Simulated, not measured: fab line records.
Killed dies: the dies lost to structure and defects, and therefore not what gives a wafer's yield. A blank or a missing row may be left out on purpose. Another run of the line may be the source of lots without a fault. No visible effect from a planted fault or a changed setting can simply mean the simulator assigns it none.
Which tool did it? + flow nandHarc + 10 lots with 30 wafers sampled at 6 steps, on a route of 1159 steps

WHAT THE GAUGES READ, wafer by wafer
NHARC_A_SIN_REMOVE_INSPECT_04. Usual: rawDefectCount at 308, with a standard deviation of 97.
| lot  | measured     | on               | rawDefectCount | flag |
|------|--------------|------------------|----------------|------|
| L612 | day 15 00:01 | defectInspect-01 | 399 276 399    |      |
| L611 | day 15 00:04 | defectInspect-02 | 256 236 314    |      |
| L619 | day 17 08:48 | defectInspect-01 | 274 600 353    |      |
| L625 | day 18 09:44 | defectInspect-02 | 275 297 311    |      |
| L624 | day 18 09:43 | defectInspect-01 | 291 353 285    |      |
| L626 | day 18 23:52 | defectInspect-01 | 253 427 492    |      |
| L631 | day 19 23:13 | defectInspect-01 | 296 317 275    |      |
| L628 | day 19 23:13 | defectInspect-02 | 389 415 366    |      |
| L629 | day 20 13:46 | defectInspect-01 | 237 227 322    |      |
| L632 | day 20 18:13 | defectInspect-02 | 445 232 241    |      |

NHARC_END_SORT_01. Usual: killedAtArray 27, standard deviation 12; killedAtOther 0.9, standard deviation 1.1; killedAtPeriphery 3.2, standard deviation 2.4; killedDies 31, standard deviation 12; killedOpen 3.3, standard deviation 1.7; killedShort 2.0, standard deviation 1.6.
| lot  | measured     | on        | killedAtArray | killedAtOther | killedAtPeriphery | killedDies | killedOpen | killedShort | flag |
|------|--------------|-----------|---------------|---------------|-------------------|------------|------------|-------------|------|
| L619 | day 24 19:25 | prober-01 | 19 93 23      | 1 1 2         | 4 6 3             | 24 100 28  | 2 6 2      | 1 1 5       |      |

TOOL THAT RAN EACH LOT (tool first, then ch and the chambers of the sampled wafers, then the start)
| lot  | NHARC_A_SGD_CUT_ETCHBACK_24       | NHARC_A_SGD_CUT_STRIP_28                     | NHARC_A_SLIT_ETCH_24              | NHARC_A_SLIT_ETCH_26            |
|------|-----------------------------------|----------------------------------------------|-----------------------------------|---------------------------------|
| L612 | rieDiel-04 ch 1,2, day 14 07:01   | rieDiel-04 ch 2,3, day 14 12:02 or earlier   | rieDiel-06 ch 0,2, day 14 12:02   | harEtch-01 ch 0,1, day 14 15:06 |
| L611 | rieDiel-04 ch 0,1,3, day 14 07:07 | rieDiel-04 ch 0,1,3, day 14 12:58 or earlier | rieDiel-10 ch 0,1,2, day 14 12:58 | harEtch-02 ch 0,1, day 14 15:43 |
| L619 | rieDiel-08 ch 0,2,3, day 16 18:13 | rieDiel-08 ch 0,1,3, day 16 22:57 or earlier | rieDiel-06 ch 0,2,3, day 16 22:57 | harEtch-01 ch 0, day 17 01:07   |
| L625 | rieDiel-01 ch 0,3, day 17 18:50   | rieDiel-01 ch 0,1,2, day 17 23:00 or earlier | rieDiel-10 ch 1,3, day 17 23:00   | harEtch-01 ch 0,1, day 18 02:05 |
| L624 | rieDiel-08 ch 1,2,3, day 17 18:51 | rieDiel-08 ch 0,1,2, day 17 22:27 or earlier | rieDiel-05 ch 0,1,2, day 17 22:27 | harEtch-02 ch 0,1, day 18 00:45 |
| L626 | rieDiel-01 ch 1,3, day 18 03:24   | rieDiel-01 ch 0,3, day 18 07:14 or earlier   | rieDiel-05 ch 0,1,2, day 18 07:14 | harEtch-02 ch 0,1, day 18 14:56 |
| L631 | rieDiel-01 ch 0,2,3, day 19 07:56 | rieDiel-01 ch 0,1,2, day 19 12:12 or earlier | rieDiel-10 ch 0,1,3, day 19 12:12 | harEtch-01 ch 0,1, day 19 14:22 |
| L628 | rieDiel-04 ch 0,1,3, day 19 07:58 | rieDiel-04 ch 0,2,3, day 19 12:45 or earlier | rieDiel-05 ch 1,3, day 19 12:45   | harEtch-02 ch 0,1, day 19 14:58 |
| L629 | rieDiel-04 ch 0,1, day 19 18:02   | rieDiel-04 ch 0,3, day 19 23:53 or earlier   | rieDiel-10 ch 0,2,3, day 19 23:53 | harEtch-01 ch 0,1, day 20 05:00 |
| L632 | rieDiel-04 ch 0,3, day 20 03:36   | rieDiel-04 ch 1,2, day 20 07:11 or earlier   | rieDiel-10 ch 1,2,3, day 20 07:11 | harEtch-01 ch 0,1, day 20 09:24 |
- NHARC_A_SGD_CUT_ETCHBACK_24: etches the open film in CH3F/O2, target depth 50 nm, time 92.857 s.
- NHARC_A_SGD_CUT_STRIP_28: strips in O2, time 20 s.
- NHARC_A_SLIT_ETCH_24: etches the open film in CF4/CHF3, target depth 121 nm, time 60.5 s.
- NHARC_A_SLIT_ETCH_26: etches the open film in C4F8/O2/Ar, time 90 s, target depth 400 nm.

AS READ BY THE TOOLS THEMSELVES (means over the sampled wafers that have a number; for cases with no such wafer, the mark the record gives instead)
NHARC_A_SGD_CUT_ETCHBACK_24. Usual: drypumpMotorCurrentA is 5.6 A with standard deviation 0.45, mfcArSccm is 199.9 sccm with standard deviation 0.71, o2FlowSccm is 29.98 sccm with standard deviation 0.086, oesProductAu is 0.97 a.u. with standard deviation 0.038, rfVppV is 244.2 V with standard deviation 1.7, showerheadPlenumPTorr is 2.44 Torr with standard deviation 0.11, and throttleValvePct is 20.663 % with standard deviation 0.0079.
| lot  | tool       | drypumpMotorCurrentA (A) | mfcArSccm (sccm) | o2FlowSccm (sccm) | oesProductAu (a.u.) | rfVppV (V) | showerheadPlenumPTorr (Torr) | throttleValvePct (%) | flag |
|------|------------|--------------------------|------------------|-------------------|---------------------|------------|------------------------------|----------------------|------|
| L612 | rieDiel-04 | 5.1                      | 200.6            | 30.01             | 0.95                | 245.3      | 2.47                         | 20.662               |      |
| L611 | rieDiel-04 | 5.6                      | 199.5            | 29.96             | 1.00                | 244.3      | 2.43                         | 20.670               |      |
| L619 | rieDiel-08 | 5.8                      | 200.3            | 29.97             | 0.95                | 243.0      | 2.37                         | 20.657               |      |
| L625 | rieDiel-01 | 5.5                      | 200.3            | 29.96             | 1.00                | 243.3      | 2.40                         | 20.669               |      |
| L624 | rieDiel-08 | 5.8                      | 198.9            | 29.90             | 0.92                | 244.4      | 2.45                         | 20.655               |      |
| L626 | rieDiel-01 | 5.4                      | 199.9            | 29.98             | 0.93                | 243.1      | 2.36                         | 20.670               |      |
| L631 | rieDiel-01 | 5.5                      | 200.1            | 30.00             | 1.00                | 244.5      | 2.48                         | 20.663               |      |
| L628 | rieDiel-04 | 5.6                      | 199.2            | 29.96             | 1.01                | 243.9      | 2.42                         | 20.657               |      |
| L629 | rieDiel-04 | 5.1                      | 199.9            | 29.96             | 1.01                | 242.7      | 2.39                         | 20.665               |      |
| L632 | rieDiel-04 | 5.7                      | 199.9            | 29.90             | 1.00                | 243.8      | 2.40                         | 20.664               |      |

NHARC_A_SGD_CUT_STRIP_28. Usual: drypumpMotorCurrentA is 5.6 A with standard deviation 0.46, mfcArSccm is 0.007 sccm with standard deviation 0.01, o2FlowSccm is 499.7 sccm with standard deviation 1.6, oesProductAu is 0.999 a.u. with standard deviation 0.014, rfVppV is 57.6 V with standard deviation 0.91, showerheadPlenumPTorr is 3.52 Torr with standard deviation 0.15, and throttleValvePct is 17.037 % with standard deviation 0.0082.
| lot  | tool       | drypumpMotorCurrentA (A) | mfcArSccm (sccm) | o2FlowSccm (sccm) | oesProductAu (a.u.) | rfVppV (V) | showerheadPlenumPTorr (Torr) | throttleValvePct (%) | flag |
|------|------------|--------------------------|------------------|-------------------|---------------------|------------|------------------------------|----------------------|------|
| L612 | rieDiel-04 | 5.7                      | 0.010            | 499.3             | 0.989               | 57.4       | 3.66                         | 17.029               |      |
| L611 | rieDiel-04 | 5.6                      | 0.016            | 499.0             | 1.013               | 57.0       | 3.48                         | 17.045               |      |
| L619 | rieDiel-08 | 5.7                      | 0.006            | 499.6             | 0.996               | 57.2       | 3.48                         | 17.040               |      |
| L625 | rieDiel-01 | 5.3                      | 0.000            | 500.2             | 0.998               | 57.2       | 3.55                         | 17.040               |      |
| L624 | rieDiel-08 | 5.9                      | 0.006            | 500.6             | 0.991               | 58.1       | 3.55                         | 17.032               |      |
| L626 | rieDiel-01 | 5.5                      | 0.004            | 499.2             | 1.006               | 57.7       | 3.45                         | 17.042               |      |
| L631 | rieDiel-01 | 5.3                      | 0.000            | 500.3             | 1.003               | 58.6       | 3.55                         | 17.035               |      |
| L628 | rieDiel-04 | 5.7                      | 0.010            | 501.6             | 1.011               | 57.5       | 3.56                         | 17.043               |      |
| L629 | rieDiel-04 | 5.7                      | 0.010            | 499.8             | 1.008               | 56.9       | 3.45                         | 17.043               |      |
| L632 | rieDiel-04 | 5.2                      | 0.006            | 498.1             | 1.000               | 58.1       | 3.62                         | 17.034               |      |

NHARC_A_SLIT_ETCH_24. Usual: drypumpMotorCurrentA 5.8 A, standard deviation 0.41; mfcArSccm 0.010 sccm, standard deviation 0.011; oesProductAu 0.960 a.u., standard deviation 0.021; rfVppV 370.2 V, standard deviation 2.6; showerheadPlenumPTorr 1.56 Torr, standard deviation 0.072; throttleValvePct 16.802 %, standard deviation 0.008.
| lot  | tool       | drypumpMotorCurrentA (A) | mfcArSccm (sccm) | oesProductAu (a.u.) | rfVppV (V) | showerheadPlenumPTorr (Torr) | throttleValvePct (%) | flag |
|------|------------|--------------------------|------------------|---------------------|------------|------------------------------|----------------------|------|
| L612 | rieDiel-06 | 5.9                      | 0.005            | 0.916               | 371.3      | 1.59                         | 16.806               |      |
| L611 | rieDiel-10 | 5.9                      | 0.014            | 0.971               | 368.4      | 1.51                         | 16.809               |      |
| L619 | rieDiel-06 | 6.0                      | 0.006            | 0.957               | 369.9      | 1.55                         | 16.798               |      |
| L625 | rieDiel-10 | 5.6                      | 0.017            | 0.962               | 370.8      | 1.59                         | 16.800               |      |
| L624 | rieDiel-05 | 6.1                      | 0.013            | 0.973               | 370.8      | 1.59                         | 16.800               |      |
| L626 | rieDiel-05 | 6.1                      | 0.013            | 0.980               | 370.9      | 1.59                         | 16.808               |      |
| L631 | rieDiel-10 | 5.7                      | 0.014            | 0.966               | 370.7      | 1.57                         | 16.800               |      |
| L628 | rieDiel-05 | 5.4                      | 0.002            | 0.965               | 372.6      | 1.65                         | 16.792               |      |
| L629 | rieDiel-10 | 5.8                      | 0.006            | 0.953               | 370.4      | 1.56                         | 16.806               |      |
| L632 | rieDiel-10 | 5.7                      | 0.008            | 0.948               | 370.7      | 1.58                         | 16.804               |      |

NHARC_A_SLIT_ETCH_26. Usual: drypumpMotorCurrentA 5.8 A, standard deviation 0.42; mfcArSccm 375.0 sccm, standard deviation 1.2; o2FlowSccm 83.26 sccm, standard deviation 0.22; showerheadPlenumPTorr 3.75 Torr, standard deviation 0.12; throttleValvePct 27.620 %, standard deviation 0.0089.
| lot  | tool       | drypumpMotorCurrentA (A) | mfcArSccm (sccm) | o2FlowSccm (sccm) | showerheadPlenumPTorr (Torr) | throttleValvePct (%) | flag |
|------|------------|--------------------------|------------------|-------------------|------------------------------|----------------------|------|
| L612 | harEtch-01 | 5.6                      | 375.2            | 83.16             | 3.82                         | 27.618               |      |
| L611 | harEtch-02 | 6.3                      | 375.6            | 83.13             | 3.76                         | 27.620               |      |
| L619 | harEtch-01 | 5.5                      | 375.2            | 83.02             | 3.77                         | 27.622               |      |
| L625 | harEtch-01 | 5.6                      | 374.9            | 83.23             | 3.80                         | 27.628               |      |
| L624 | harEtch-02 | 6.0                      | 374.7            | 83.30             | 3.62                         | 27.614               |      |
| L626 | harEtch-02 | 6.3                      | 374.6            | 83.32             | 3.73                         | 27.624               |      |
| L631 | harEtch-01 | 5.5                      | 374.8            | 83.55             | 3.78                         | 27.615               |      |
| L628 | harEtch-02 | 6.3                      | 375.5            | 83.29             | 3.72                         | 27.614               |      |
| L629 | harEtch-01 | 5.5                      | 375.1            | 83.27             | 3.78                         | 27.626               |      |
| L632 | harEtch-01 | 5.5                      | 375.6            | 83.38             | 3.78                         | 27.617               |      |

THE ANSWER, worked out from the rows above alone
Rule: a lot is off if the mean of its wafers that have a number lies more than 3 standard deviations from the usual mean. A lot without any number at a reading at which 4 lots or more have one is off too. Where the step has rows for the other lots, those lots are counted as sound. The gauges are gone through in route order, then the tools' own readings, and for those a lot's mean is taken as printed above. At the first step where some lot is off, the reading lying furthest off is the one used; lots without a number count as furthest.
Across all readings shown, no lot is off: no conclusion can be drawn from this.

WHAT THE SIMULATOR PUT IN
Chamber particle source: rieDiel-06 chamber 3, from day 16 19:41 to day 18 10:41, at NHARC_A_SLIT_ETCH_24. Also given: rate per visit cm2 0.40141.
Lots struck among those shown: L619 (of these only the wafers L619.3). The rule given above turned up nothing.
